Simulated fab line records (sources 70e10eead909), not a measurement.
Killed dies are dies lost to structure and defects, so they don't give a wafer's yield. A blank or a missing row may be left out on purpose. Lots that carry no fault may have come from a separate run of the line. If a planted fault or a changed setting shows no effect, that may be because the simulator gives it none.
A struck lot beside a sound one | flow nand-harc | 41 out of 1159 route steps
Sound: wafers L541.2, L541.5, L541.6. Struck: wafer L536.4 (L536.1, L536.2, from the same lot, were not struck and are left out); the cause is given at the end.
Order at every step that has rows: each side's tool, ch and its chambers, its first start. Under that, the readings that differ: sound wafers | struck wafers | difference of the means | sigmas: that difference in standard deviations of wafers without a fault.
alike: words and numbers the same on both sides, and readings whose means are apart by under 2 such deviations; not compared: readings that were withheld, readings missing a value for some wafer, numbers with overlapping values and no deviation given by the record, and bounds like >300 which may hide the same value.
Wherever a step has rows on one side only, a row that says differs or no value, or a row with sigmas, the two part there. Numbers that have no deviation but don't overlap get no sigmas and don't part them. Lack of a reading on every wafer of one side parts them only where that side has two or more wafers.

first, 7 steps without rows for these wafers: NHARC_P_M1_COAT_34 (time 65 s); NHARC_P_M1_COAT_03 (resist thk 90 nm); NHARC_P_M1_SOFTBAKE_04 (time 55 s); NHARC_P_M1_EBR_05; NHARC_P_M1_EXPOSE_06 (exposes mask P M1, target cd 130 nm); NHARC_P_M1_PEB_07 (peb time 65 s); NHARC_P_M1_DEVELOP_08 (develop time 35 s).
NHARC_P_M1_CD_MEAS_09 targets a cd of 130 nm.
  sound on cd-sem-01 ch 0, day 10 05:40; struck on cd-sem-02 ch 0, day 9 09:11
  reading    | sound             | struck | difference | sigmas
  cd-nm (nm) | 129.9 129.6 129.7 | 128.3  | -1.4       | -2
NHARC_P_M1_OVL_MEAS_10: pitch 260 nm.
  struck on overlay-01, day 9 09:17; sound on overlay-01, day 10 05:46
  reading           | sound       | struck | difference | sigmas
  overlay-x-nm (nm) | 1.5 2.2 1.6 | -0.3   | -2.1       | -3
  alike: overlay-y-nm
NHARC_P_M1_INSPECT_11:
  struck on defect-inspect-01, day 9 09:19; sound on defect-inspect-02, day 10 05:48
  alike: raw-defect-count
NHARC_P_M1_DESCUM_14: chemistry O2, time 3 s.
  sound on rie-diel-06 ch 0,3, day 10 05:52; struck on rie-diel-12 ch 3, day 9 09:23
  reading      | sound          | struck | difference | sigmas
  rf-vpp-V (V) | 56.7 57.0 57.3 | 59.0   | +2.0       | +2
  alike: drypump-motor-current-A, oes-product-au, showerhead-plenum-p-Torr, throttle-valve-pct
  not compared: rf-hours-counter-h
then, 1 step without rows for these wafers: NHARC_P_M1_ETCH_35 (etches the open film in N2/H2, target depth 40 nm, overetch 12 nm, time 43.94 s).
NHARC_P_M1_ETCH_15: etches the open film in C4F8/Ar, target depth 182.5 nm, time 91.2 s.
  sound on rie-diel-06 ch 0,1,3, day 10 06:03; struck on rie-diel-12 ch 3, day 9 09:33
  alike: oes-product-au, rf-fwd-power-W, rf-vpp-V
  not compared: rf-hours-counter-h
NHARC_P_M1_CD_MEAS_16:
  struck on cd-sem-02, day 9 09:41; sound on cd-sem-01, day 10 06:10
  alike: cd-nm
then, 1 step without rows for these wafers: NHARC_P_M1_STRIP_18 (strips in N2/H2).
NHARC_P_M1_ETCH_28: etches the open film in CF4/N2, target depth 30 nm, time 72.99 s.
  sound: rie-diel-06 ch 1,2,3; struck: rie-diel-06 ch 0
  reading                | sound                | struck | difference | sigmas
  oes-product-au (a.u.)  | 1.031 1.008 0.999    | 0.979  | -0.034     | -2
  throttle-valve-pct (%) | 19.826 19.818 19.807 | 19.779 | -0.038     | -4
  alike: drypump-motor-current-A, n2-flow-sccm, rf-fwd-power-W, rf-vpp-V, showerhead-plenum-p-Torr
  not compared: rf-hours-counter-h
then, 2 steps without rows for these wafers: NHARC_P_M1_STRIP_19 (strips in post etch residue remover, time 600 s); NHARC_P_M1_DEGAS_29 (time 60 s).
NHARC_P_M1_PRE_CLEAN_30: time 30 s.
  sound on pvd-sputter-01; struck on pvd-sputter-03
  alike: heater-power-w
NHARC_P_M1_PVD_20: deposits TaN, target thk 5 nm, time 8.06 s.
  sound on pvd-sputter-01; struck on pvd-sputter-03
  alike: throttle-valve-pct
then, 4 steps without rows for these wafers: NHARC_P_M1_PVD_21 (deposits Cu, target thk 30 nm, time 20.49 s); NHARC_P_M1_ECD_22 (material Cu, target thk 400 nm); NHARC_P_M1_ANNEAL_31 (time 90 s); NHARC_P_M1_CMP_23 (polishes, t overpolish 20 s, target thk 157.82 nm).
NHARC_P_M1_THK_MEAS_24: measures by xrf.
  struck on film-metro-01, day 9 11:47; sound on film-metro-02, day 10 08:16
  alike: thk-nm
then, 2 steps without rows for these wafers: NHARC_P_M1_SRD_25; NHARC_P_M1_PRE_CLEAN_32 (time 12 s).
NHARC_P_M1_DEP_33: deposits SiCN, target thk 30 nm.
  sound on pecvd-03 ch 0,1,2, day 10 08:37; struck on pecvd-03 ch 2, day 9 12:05
  alike: heater-power-w, rf-fwd-power-W
then, 10 steps without rows for these wafers: NHARC_P_M2_DEP_00 (deposits SiOC, target thk 182.5 nm); NHARC_P_M2_DEHYDRATE_01 (time 120 s); NHARC_P_M2_HMDS_02 (time 30 s); NHARC_P_M2_COAT_34 (time 65 s); NHARC_P_M2_COAT_03 (resist thk 90 nm); NHARC_P_M2_SOFTBAKE_04 (time 55 s); NHARC_P_M2_EBR_05; NHARC_P_M2_EXPOSE_06 (exposes mask P M2, target cd 170 nm); NHARC_P_M2_PEB_07 (peb time 65 s); NHARC_P_M2_DEVELOP_08 (develop time 35 s).
NHARC_P_M2_CD_MEAS_09 targets a cd of 170 nm.
  sound on cd-sem-03 ch 0, day 10 09:49; struck on cd-sem-02 ch 0, day 9 13:11
  alike: cd-nm
NHARC_P_M2_OVL_MEAS_10: pitch 340 nm.
  struck on overlay-02, day 9 13:17; sound on overlay-02, day 10 09:55
  alike: overlay-x-nm, overlay-y-nm
-- break in the record here, with 13 days between the starts of the struck wafers on either side (left off in module P_M2, picked up again in module END, where the first step shown is number 1159 on the route) --
NHARC_END_SORT_01:
  sound on prober-01 ch 0, day 24 03:05; struck on prober-01 ch 0, day 22 09:29
  reading                  | sound          | struck | difference | sigmas
  defect-limited-yield (%) | 97.6 97.5 97.6 | 86.7   | -10.9      | -7
  killed-at-periphery      | 5 3 1          | 75     | +72        | +36
  killed-dies              | 16 17 16       | 90     | +74        | +7
  sort_bin_2_pct (%)       | 1.3 0.9 0.9    | 6.2    | +5.2       | +7
  sort_bin_3_pct (%)       | 0 0 0.15       | 2.51   | +2.46      | +11
  sort_bin_4_pct (%)       | 1.0 1.6 1.3    | 4.6    | +3.3       | +3
  sort-n-pass              | 661 660 661    | 587    | -74        | -7
  sort-rim-yield-pct (%)   | 97.2 99.1 98.1 | 85.8   | -12.3      | -7
  sort-yield-pct (%)       | 97.6 97.5 97.6 | 86.7   | -10.9      | -7
  alike: killed-at-array, killed-at-other, killed-open, killed-short

== WHERE THEY PART ==
Last at NHARC_END_SORT_01 as far as this record goes, first at NHARC_P_M1_CD_MEAS_09.

WHY: what had been put in by the simulator
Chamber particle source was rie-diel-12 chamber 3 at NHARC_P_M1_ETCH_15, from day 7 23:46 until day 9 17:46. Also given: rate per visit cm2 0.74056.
